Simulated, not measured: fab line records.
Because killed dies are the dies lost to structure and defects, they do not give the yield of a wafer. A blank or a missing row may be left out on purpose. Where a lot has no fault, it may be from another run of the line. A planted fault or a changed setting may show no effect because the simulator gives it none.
Matching of chambers + flow n5Finfet + cvdCo-01 running N5_BEOL_M8_CVD_78: 3 sister chambers
The step deposits Co from CCTBA/H2, target thk 2 nm, time 142.3 s. 3 wafers are shown with their chamber, then 6 later ones without.

== WAFERS, EACH WITH ITS CHAMBER ==
| wafer  | chamber | runLengthS (s) |
|--------|---------|----------------|
| L403.3 | 1       | 164.3          |
| L407.1 | 2       | 164.3          |
| L407.5 | 0       | 164.3          |

== WAFERS WITHOUT THEIR CHAMBER ==
| wafer  | runLengthS (s) |
|--------|----------------|
| L409.2 | 164.3          |
| L409.3 | 163.7          |
| L409.5 | 164.3          |
| L408.1 | 164.3          |
| L408.3 | 164.0          |
| L408.5 | 164.2          |

== EACH ONE'S CHAMBER ==
| wafer  | from the rows above          | in truth |
|--------|------------------------------|----------|
| L409.2 | can't be placed: 0 or 1 or 2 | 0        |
| L409.3 | can't be placed: 0 or 1 or 2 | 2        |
| L409.5 | can't be placed: 0 or 1 or 2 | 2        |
| L408.1 | can't be placed: 0 or 1 or 2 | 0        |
| L408.3 | can't be placed: 0 or 1 or 2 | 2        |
| L408.5 | can't be placed: 0 or 1 or 2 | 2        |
Placed correctly: 0 of 6. Can't be placed from these rows: 6 (the true chamber is among the candidates in 6). Number placed wrongly: 0.
How it was worked out, from the rows above alone: a wafer's distance from a chamber is the root of the sum, over the readings, of the square of ((its reading less the chamber's mean) divided by the reading's scatter). The wafer belongs to the nearest chamber; if the next one is less than 2 further off, it can't be placed. For every chamber, the mean is computed from those of its wafers that are shown. The scatter: with one shown wafer a chamber, the root of the mean of the squares of how far each hidden wafer lies from its nearest shown one.
